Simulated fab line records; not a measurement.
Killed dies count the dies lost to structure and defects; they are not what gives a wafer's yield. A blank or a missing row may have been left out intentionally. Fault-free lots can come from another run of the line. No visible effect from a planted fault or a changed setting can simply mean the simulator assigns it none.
Comparing a struck lot with a sound one || flow nand harc || 14 out of 1159 route steps
Sound: wafers L376.1, L376.3, L376.6. Wafers L371.3, L371.4, L371.6 were the ones struck. Last of all comes the cause.
At each step with rows: each side's tool, then ch and its chambers, then its first start. Under that, the readings that differ: sound wafers || struck wafers || difference of the means || sigmas: that difference in standard deviations of wafers without a fault.
alike: same words and numbers on both sides, and readings whose means sit less than 2 such deviations apart. not compared: any withheld reading, any reading some wafer has no value for, any bound like >300 that may hide the same value, and any number with overlapping values for which the record gives no deviation.
Wherever a step has rows on one side only, a row that says differs or no value, or a row with sigmas, the two part there. Non-overlapping numbers with no deviation appear without sigmas and do not part them. A reading that every wafer of one side lacks parts them only if that side has two wafers or more.

NHARC_A_ZERO_WELL_DESCUM_12: chemistry O2, time 3 s.
  sound on rie diel-06 ch 1,2,3, day 10 10:20; struck on rie diel-05 ch 0,2,3, day 8 17:25
  alike: drypump motor current A, oes product au, rf vpp V, showerhead plenum p Torr, throttle valve pct
  not compared: rf hours counter h
NHARC_A_ZERO_WELL_ETCH_19: etches the open film in N2/H2, target depth 80 nm, overetch 24 nm, time 87.88 s.
  sound on rie diel-06 ch 0,2,3, day 10 10:25; struck on rie diel-05 ch 1,2,3, day 8 17:30
  alike: drypump motor current A, oes product au, rf vpp V, showerhead plenum p Torr, throttle valve pct
  not compared: rf hours counter h
NHARC_A_ZERO_WELL_ETCH_13: etches the open film in HBr/Cl2, target depth 120 nm, time 40.1 s.
  sound on rie si-03 ch 2,3, day 10 10:31; struck on rie si-03 ch 1,2,3, day 8 17:37
  alike: drypump motor current A, hbr flow sccm, oes product au, throttle valve pct
  not compared: rf hours counter h
then, 4 steps without rows for these wafers: NHARC_A_ZERO_WELL_STRIP_14 (strips in SPM, time 900 s); NHARC_A_ZERO_WELL_IMPLANT_15; NHARC_A_ZERO_WELL_PRECLEAN_22 (cleans in SC1, time 60 s); NHARC_A_ZERO_WELL_SRD_23.
NHARC_A_ZERO_WELL_RTA_16: time 10 s.
  sound on rtp anneal-02 ch 0, day 10 11:31; struck on rtp anneal-02 ch 0, day 8 18:34
  alike: anneal temp c max, lamp power pct, lamp_zone_5_pct, wafer_temp_C_max
NHARC_A_ZERO_WELL_INSPECT_17:
  sound on defect inspect-02, day 10 11:43; struck on defect inspect-02, day 8 18:43
  alike: raw defect count
then, 2 steps without rows for these wafers: NHARC_A_SOURCE_PLATE_PRECLEAN_00 (cleans in HF-LAST, time 60 s); NHARC_A_SOURCE_PLATE_SRD_01.
NHARC_A_SOURCE_PLATE_OXIDE_02: material SiO2, target thk 10 nm, ox time 1362 s.
  sound on furnace-05 ch 0, day 10 15:04; struck on furnace-07 ch 0, day 9 03:09
{"reading": "ox temp c (C)", "sound": "899.7 899.4 899.2", "struck": "900.4 900.1 900.3", "difference": "+0.8", "sigmas": "+2"}
  alike: ox time s, zone power upper pct
NHARC_A_SOURCE_PLATE_THK_MEAS_09: measures by ellipsometry.
  sound on film metro-02, day 10 19:07; struck on film metro-01, day 9 07:37
{"reading": "thk nm (nm)", "sound": "10.6 9.8 9.7", "struck": "15.7 17.1 15.7", "difference": "+6.1", "sigmas": "+7"}
then, 1 step without rows for these wafers: NHARC_A_SOURCE_PLATE_PVD_04 (deposits WSi2, target thk 50 nm).

== WHERE THEY PART ==
Last at NHARC_A_SOURCE_PLATE_THK_MEAS_09 as far as this record goes, first at NHARC_A_SOURCE_PLATE_OXIDE_02.

WHY: what had been put in by the simulator
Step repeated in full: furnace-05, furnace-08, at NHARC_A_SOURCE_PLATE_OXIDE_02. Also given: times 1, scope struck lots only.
